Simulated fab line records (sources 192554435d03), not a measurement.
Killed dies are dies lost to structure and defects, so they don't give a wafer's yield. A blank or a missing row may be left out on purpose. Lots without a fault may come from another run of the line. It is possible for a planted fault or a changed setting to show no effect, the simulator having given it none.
fab line records	flow n5Finfet
record lots=13	wafers=33	lastDay=17
route steps=1938 shown PAD_METAL@1893 PASSIVATION@1927
lots with no fault: from the same line, run without faults
startH: the number of hours between the record's first day and the start of the first shown wafer of the lot	waitH: time in hours since the lot's previous step	" identical to the entry in the row above	L1.1+2: a row that stands for several wafers	- either no value or no given start	* or withheld: withheld	< > ~ a bound
route shown NAME@n: names a module that has steps shown in the file, with the first one's number in the route	usual: mean and standard deviation over wafers with no fault	same: alike in all rows	chamber/n: place in a boat	sites: the reading at each site	_std_site: how widely they spread, as a standard deviation	_edge_site: the outer-site mean with the inner-site mean subtracted	radiusMm: how far each site lies from the wafer's centre	mask NAME#n: copy n	behind: the last tool/chamber to shape the wafer	hold: why the lot was held/for how many hours/how that ended	device: transistor that didn't switch, given as n, p or np	end of line: tests of these same wafers at the route's end	a step without rows: its recipe alone	killed: not the wafer's yield, but the dies lost to structure and defects at the first sort	map: shows each die of a wafer: x if killed, . if not, _ if none is there
set.NAME: setting as actually run; set.NAME@STEP: the setting as run at that earlier step	model.NAME: the simulator's own value behind a step, which no gauge read
a sample of lots followed through the steps of the route, with each step as a table and each wafer as a row
services: a tool's chamber out of use, with start hour (startH, from the record's first day; less than 0 if before it), hours out, and reason
## steps
# step N5_PASSIVATION_DEGAS_18
# recipe ambient=vacuum	tempC=300	timeS=60
# usual heaterPowerW=458/48
lot.wafer	tool	chamber	startH	waitH	heaterPowerW
L720.2	pvdSputter-02	-	266.71	0.1	393
L720.3	"	-	"	"	396
L720.6	"	-	"	"	395
L721.1	pvdSputter-03	-	275.83	0.1	522
L721.3	"	-	"	"	487
L719.1	pvdSputter-02	-	276.29	0.0	401
L719.2	"	-	"	"	479
L722.2	pvdSputter-02	-	293.56	0.2	476
L722.3	"	-	"	"	403
L722.6	"	-	"	"	437
L725.1	pvdSputter-03	-	296.26	0.8	439
L725.2	"	-	"	"	496
L725.6	"	-	"	"	443
L724.1	pvdSputter-01	-	299.95	0.2	429
L724.5	"	-	"	"	547
L724.6	"	-	"	"	493
L726.3	pvdSputter-02	-	304.79	0.0	488
L726.4	"	-	"	"	444
L727.1	pvdSputter-03	-	320.76	0.9	492
L727.3	"	-	"	"	455
L730.3	pvdSputter-02	-	337.18	0.2	471
L730.6	"	-	"	"	432
L732.1	pvdSputter-01	-	345.41	0.1	480
L732.3	"	-	"	"	433
L732.6	"	-	"	"	428
L736.1	pvdSputter-03	-	368.93	0.8	482
L736.2	"	-	"	"	452
L736.4	"	-	"	"	535
L738.3	pvdSputter-03	-	382.52	0.6	442
L738.4	"	-	"	"	502
L738.5	"	-	"	"	453
L741.3	pvdSputter-01	-	411.76	0.6	549
L741.6	"	-	"	"	436
# step N5_PASSIVATION_INSPECT_67
# recipe mode=adi	inspectInstrument=macro
# usual rawDefectCount=2.2/1.4
lot.wafer	tool	chamber	startH	waitH	rawDefectCount
L720.2	defectInspect-02	-	269.26	0.0	1
L720.3	"	-	"	"	4
L720.6	"	-	"	"	4
L721.1	defectInspect-02	-	279.02	0.0	2
L721.3	"	-	"	"	3
L719.1	defectInspect-02	-	279.10	0.0	2
L719.2	"	-	"	"	2
L722.2	defectInspect-01	-	296.25	0.0	2
L722.3	"	-	"	"	1
L722.6	"	-	"	"	2
L725.1	defectInspect-02	-	299.04	0.0	1
L725.2	"	-	"	"	1
L725.6	"	-	"	"	2
L724.1	defectInspect-02	-	303.16	0.0	4
L724.5	"	-	"	"	3
L724.6	"	-	"	"	0
L726.3	defectInspect-01	-	307.23	0.0	1
L726.4	"	-	"	"	2
L727.1	defectInspect-01	-	324.04	0.0	1
L727.3	"	-	"	"	1
L730.3	defectInspect-01	-	340.87	0.0	3
L730.6	"	-	"	"	2
L732.1	defectInspect-01	-	348.98	0.0	0
L732.3	"	-	"	"	0
L732.6	"	-	"	"	3
L736.1	defectInspect-02	-	371.60	0.0	1
L736.2	"	-	"	"	1
L736.4	"	-	"	"	1
L738.3	defectInspect-02	-	385.86	0.0	1
L738.4	"	-	"	"	1
L738.5	"	-	"	"	4
L741.3	defectInspect-01	-	414.20	0.0	3
L741.6	"	-	"	"	1
# step N5_PASSIVATION_DESCUM_46
# recipe chemistry=O2	timeS=7.9	sourcePowerW=50	biasPowerW=20	pressureMtorr=20	rfFrequencyHz=2.712e+07	tempC=40	o2FlowSccm=225
# usual biasPowerW=20.00/0.058	drypumpMotorCurrentA=5.7/0.38	oesProductAu=0.80/0.052	rfVppV=243.6/1.3	showerheadPlenumPTorr=2.13/0.071	throttleValvePct=20.39/0.24
lot.wafer	tool	chamber	startH	waitH	biasPowerW	drypumpMotorCurrentA	oesProductAu	rfHoursCounterH	rfVppV	showerheadPlenumPTorr	throttleValvePct
L720.2	rieDiel-02	3	269.50	0.2	20.01	4.9	0.78	122	244.4	2.11	20.19
L720.3	"	2	"	"	20.03	5.6	0.97	8	242.3	2.06	20.23
L720.6	"	3	"	"	19.90	4.9	0.78	-	243.8	2.11	20.19
L721.1	rieDiel-03	2	279.06	0.0	19.99	5.5	0.85	71	245.5	2.20	20.62
L721.3	"	1	"	"	19.99	5.6	0.86	50	245.1	2.24	20.43
L719.1	rieDiel-06	3	279.27	0.2	20.05	5.8	0.80	108	244.6	2.18	20.11
L719.2	"	0	"	"	20.04	6.2	0.81	91	245.1	2.22	20.17
L722.2	rieDiel-06	3	296.42	0.2	20.06	5.8	0.81	113	243.4	2.17	20.12
L722.3	"	2	"	"	20.04	5.1	0.82	70	243.9	2.12	20.00
L722.6	"	0	"	"	20.02	6.1	0.80	-	245.6	2.22	20.18
L725.1	rieDiel-03	2	299.51	0.5	19.93	5.5	0.84	78	243.3	2.20	20.62
L725.2	"	0	"	"	20.07	6.1	0.79	139	243.0	2.08	20.70
L725.6	"	1	"	"	20.04	5.7	0.85	-	245.5	2.24	20.46
L724.1	rieDiel-03	3	303.20	0.0	19.97	5.6	0.79	96	243.8	2.12	20.39
L724.5	"	2	"	"	19.90	5.5	0.84	-	244.5	2.20	20.62
L724.6	"	3	"	"	19.99	5.6	0.79	-	242.1	2.12	20.39
L726.3	rieDiel-03	3	307.60	0.4	19.92	5.6	0.79	98	243.7	2.12	20.37
L726.4	"	2	"	"	19.99	5.5	0.84	81	243.5	2.20	20.63
L727.1	rieDiel-02	2	324.07	0.0	19.89	5.6	0.90	27	243.8	2.05	20.24
L727.3	"	1	"	"	20.01	5.7	0.88	36	243.3	2.12	19.96
L730.3	rieDiel-03	3	341.47	0.6	20.06	5.6	0.78	113	243.6	2.11	20.40
L730.6	"	1	"	"	19.90	5.7	0.83	-	244.8	2.23	20.47
L732.1	rieDiel-06	1	349.20	0.2	19.98	6.1	0.72	163	242.0	2.02	20.61
L732.3	"	2	"	"	20.04	5.1	0.80	91	243.9	2.11	20.05
L732.6	"	1	"	"	19.96	6.1	0.72	-	241.7	2.02	20.62
L736.1	rieDiel-03	2	371.64	0.0	20.00	5.5	0.80	109	244.9	2.19	20.66
L736.2	"	3	"	"	20.07	5.6	0.77	126	242.6	2.11	20.42
L736.4	"	0	"	"	20.04	6.2	0.75	169	243.1	2.07	20.74
L738.3	rieDiel-03	1	386.15	0.3	20.02	5.6	0.81	93	245.4	2.23	20.50
L738.4	"	3	"	"	19.99	5.6	0.76	131	243.3	2.11	20.44
L738.5	"	1	"	"	19.94	5.6	0.81	-	244.8	2.23	20.50
L741.3	rieDiel-06	3	414.23	0.0	19.95	5.8	0.75	158	244.5	2.16	20.20
L741.6	"	2	"	"	20.05	5.0	0.78	-	243.6	2.10	20.07
# step N5_PASSIVATION_ETCH_54
# recipe chemistry=CHF3/O2	target=SiO2	targetDepthA=8800	CHF3_flow_sccm=50	O2_flow_sccm=5	Ar_flow_sccm=200	timeS=440	maskMaterial=PR	pressureMtorr=30	sourceW=650	biasW=170	ionEnergyEv=200
# usual biasW=170.0/0.48	drypumpMotorCurrentA=5.7/0.38	oesProductAu=0.80/0.048	rfVppV=523/12	showerheadPlenumPTorr=2.45/0.07	throttleValvePct=18.74/0.26
lot.wafer	tool	chamber	startH	waitH	biasW	drypumpMotorCurrentA	oesProductAu	rfHoursCounterH	rfVppV	showerheadPlenumPTorr	throttleValvePct
L720.2	rieDiel-02	3	269.76	0.1	169.9	4.9	0.78	122	519	2.43	18.53
L720.3	"	2	"	"	170.3	5.6	0.94	8	527	2.36	18.50
L720.6	"	3	"	"	169.0	4.9	0.78	-	518	2.43	18.52
L721.1	rieDiel-03	2	279.32	0.1	169.4	5.5	0.85	71	511	2.53	18.95
L721.3	"	1	"	"	168.9	5.7	0.85	51	509	2.53	18.60
L719.1	rieDiel-06	3	279.53	0.1	170.0	5.8	0.80	108	525	2.53	18.66
L719.2	"	0	"	"	169.5	6.1	0.80	91	537	2.52	18.39
L722.2	rieDiel-06	3	296.68	0.1	168.9	5.8	0.79	114	526	2.52	18.67
L722.3	"	2	"	"	170.0	5.1	0.81	71	523	2.44	18.43
L722.6	"	0	"	"	169.5	6.1	0.80	-	536	2.52	18.38
L725.1	rieDiel-03	2	299.77	0.1	170.4	5.5	0.83	78	509	2.52	18.96
L725.2	"	0	"	"	170.5	6.1	0.78	139	517	2.42	19.23
L725.6	"	1	"	"	170.2	5.6	0.85	-	510	2.52	18.59
L724.1	rieDiel-03	3	303.46	0.1	169.8	5.6	0.79	97	550	2.43	18.64
L724.5	"	2	"	"	170.5	5.5	0.84	-	511	2.52	18.95
L724.6	"	3	"	"	170.7	5.6	0.79	-	548	2.43	18.62
L726.3	rieDiel-03	3	307.86	0.1	170.8	5.6	0.79	98	551	2.43	18.63
L726.4	"	2	"	"	169.9	5.5	0.83	81	511	2.52	18.95
L727.1	rieDiel-02	2	324.34	0.1	170.0	5.6	0.90	27	527	2.36	18.52
L727.3	"	1	"	"	170.2	5.7	0.88	36	534	2.45	18.45
L730.3	rieDiel-03	3	341.73	0.1	170.5	5.7	0.78	113	549	2.42	18.67
L730.6	"	1	"	"	169.5	5.7	0.83	-	509	2.52	18.64
L732.1	rieDiel-06	1	349.46	0.1	170.9	6.1	0.74	164	522	2.30	18.82
L732.3	"	2	"	"	169.7	5.1	0.79	91	523	2.43	18.47
L732.6	"	1	"	"	170.3	6.1	0.73	-	522	2.30	18.83
L736.1	rieDiel-03	2	371.90	0.1	170.0	5.5	0.80	109	510	2.51	19.01
L736.2	"	3	"	"	141.8	5.6	0.75	126	474	2.42	18.68
L736.4	"	0	"	"	169.4	6.2	0.76	170	515	2.41	19.29
L738.3	rieDiel-03	1	386.42	0.1	170.4	5.6	0.80	93	508	2.51	18.65
L738.4	"	3	"	"	142.1	5.6	0.75	131	475	2.41	18.69
L738.5	"	1	"	"	170.6	5.6	0.80	-	508	2.51	18.66
L741.3	rieDiel-06	3	414.50	0.1	169.9	5.8	0.75	158	525	2.51	18.76
L741.6	"	2	"	"	169.6	5.1	0.77	-	522	2.42	18.50
# step N5_PASSIVATION_PROBE_49
# usual defectLimitedYield=91.2/1.5	killed_at_M0_to_M3=36/10	killed_at_M4_up=13/6	killedAtContacts=11/5.2	killedAtFrontEnd=40/11	killedAtOther=3.1/2.9	killedDies=104/17	killedOpen=66/12	killedShort=34/7.7	sort_bin_5_function=5.1/0.91	sort_bin_6_memory=3.2/0.67	sortNPass=1076/17	sortYieldPct=91.2/1.5
# same grossDies=1180	killedAtBackSide=0	sort_bin_4_leakage[%]=0	sort_bin_8_speed[%]=0
lot.wafer	tool	chamber	startH	waitH	defectLimitedYield[%]	killed_at_M0_to_M3	killed_at_M4_up	killedAtContacts	killedAtFrontEnd	killedAtOther	killedDies	killedOpen	killedShort	sort_bin_5_function[%]	sort_bin_6_memory[%]	sortNPass	sortYieldPct[%]
L736.1	prober-01	-	374.69	0.0	87.1	60	15	17	59	1	152	103	42	7.8	4.2	1028	87.1
L736.2	prober-01	-	374.74	0.1	90.3	56	11	5	42	0	114	82	31	5.6	3.6	1066	90.3
L736.4	prober-01	-	374.84	0.2	89.2	45	11	6	57	8	127	86	39	6.3	4.2	1053	89.2
L738.3	prober-02	-	389.76	0.1	90.0	36	19	17	43	3	118	79	30	5.3	3.9	1062	90.0
L738.4	prober-02	-	389.81	0.2	90.0	34	22	9	53	0	118	79	36	6.8	3.1	1062	90.0
L738.5	prober-02	-	389.86	0.2	90.4	28	19	12	52	2	113	67	40	5.2	3.6	1067	90.4
# killed by level:class
L736.1 BEOL_M2:geometricParticle:open=16 STI_FIN_REVEAL:geometricParticle:open=15 MOL_CONTACT_COAG:geometricParticle:open=13 FIN_SAQP:geometricParticle:open=11 BEOL_M0_SAQP:geometricParticle:short=11 DUMMY_GATE:geometricParticle:open=9 BEOL_M3:geometricParticle:open=9 BEOL_M4:geometricParticle:open=7
L736.2 BEOL_M3:geometricParticle:open=13 BEOL_M2:geometricParticle:open=12 STI_FIN_REVEAL:geometricParticle:open=11 BEOL_M0_SAQP:geometricParticle:open=10 BEOL_M0_SAQP:geometricParticle:short=8 BEOL_M1:geometricParticle:open=8 FIN_SAQP:geometricParticle:short=6 STI_FIN_REVEAL:geometricParticle:short=6
L736.4 BEOL_M1:geometricParticle:open=14 STI_FIN_REVEAL:geometricParticle:open=13 FIN_SAQP:geometricParticle:open=12 BEOL_M3:geometricParticle:open=10 STI_FIN_REVEAL:geometricParticle:short=7 DUMMY_GATE:geometricParticle:open=6 BEOL_M0_SAQP:geometricParticle:short=6 STARTING-WAFER:geometricParticle:short=6
L738.3 MOL_CONTACT_COAG:geometricParticle:open=12 FIN_SAQP:geometricParticle:open=10 BEOL_M4:geometricParticle:open=10 BEOL_M3:geometricParticle:open=8 BEOL_M0_SAQP:geometricParticle:open=6 HKMG_FIN:areaEtch=6 ILD0:geometricParticle:open=5 MOL_CONTACT_COAG:geometricParticle:short=5
L738.4 FIN_SAQP:geometricParticle:open=13 BEOL_M2:geometricParticle:open=9 FIN_SAQP:geometricParticle:short=6 DUMMY_GATE:geometricParticle:open=6 ILD0:geometricParticle:open=6 MOL_CONTACT_COAG:geometricParticle:open=6 BEOL_M0_SAQP:geometricParticle:short=6 BEOL_M3:geometricParticle:open=6
L738.5 ILD0:geometricParticle:short=11 MOL_CONTACT_COAG:geometricParticle:open=11 FIN_SAQP:geometricParticle:open=9 FIN_SAQP:geometricParticle:short=9 BEOL_M4:geometricParticle:open=8 BEOL_M3:geometricParticle:open=8 BEOL_M1:geometricParticle:open=5 BEOL_M2:geometricParticle:open=5
## services
tool	chamber	startH	hours	kind
rieDiel-03	2	246.73	2.6	repair
pvdSputter-01	-	265.60	4.9	repair
pvdSputter-02	-	306.05	1.9	repair
rieDiel-06	-	307.32	2.8	pm
rieDiel-02	-	329.88	24.2	repair
pvdSputter-03	-	352.94	1.0	repair
rieDiel-06	2	386.98	7.8	repair
pvdSputter-01	-	403.33	0.7	repair
## key
firstSign step=N5_PASSIVATION_ETCH_54	reading=biasW	direction=down	sigmas=58	usual=*	struck=*
effect step=N5_PASSIVATION_ETCH_54	reading=rfVppV	direction=down	sigmas=4	usual=523	struck=474
metAt N5_PASSIVATION_ETCH_54
struckLots L736,L738
struckWafers L736.2,L738.4
notActingAt N5_PASSIVATION_DEGAS_18,N5_PASSIVATION_INSPECT_67,N5_PASSIVATION_DESCUM_46
onsetBetween 341.73 371.90
fault kind=processParameterDrift	tool=rieDiel-03	chamber=3	onsetH=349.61	steps=N5_PASSIVATION_ETCH_54	channel=biasW	offset=*	shape=step	endH=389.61	actsIn=*	stated=*
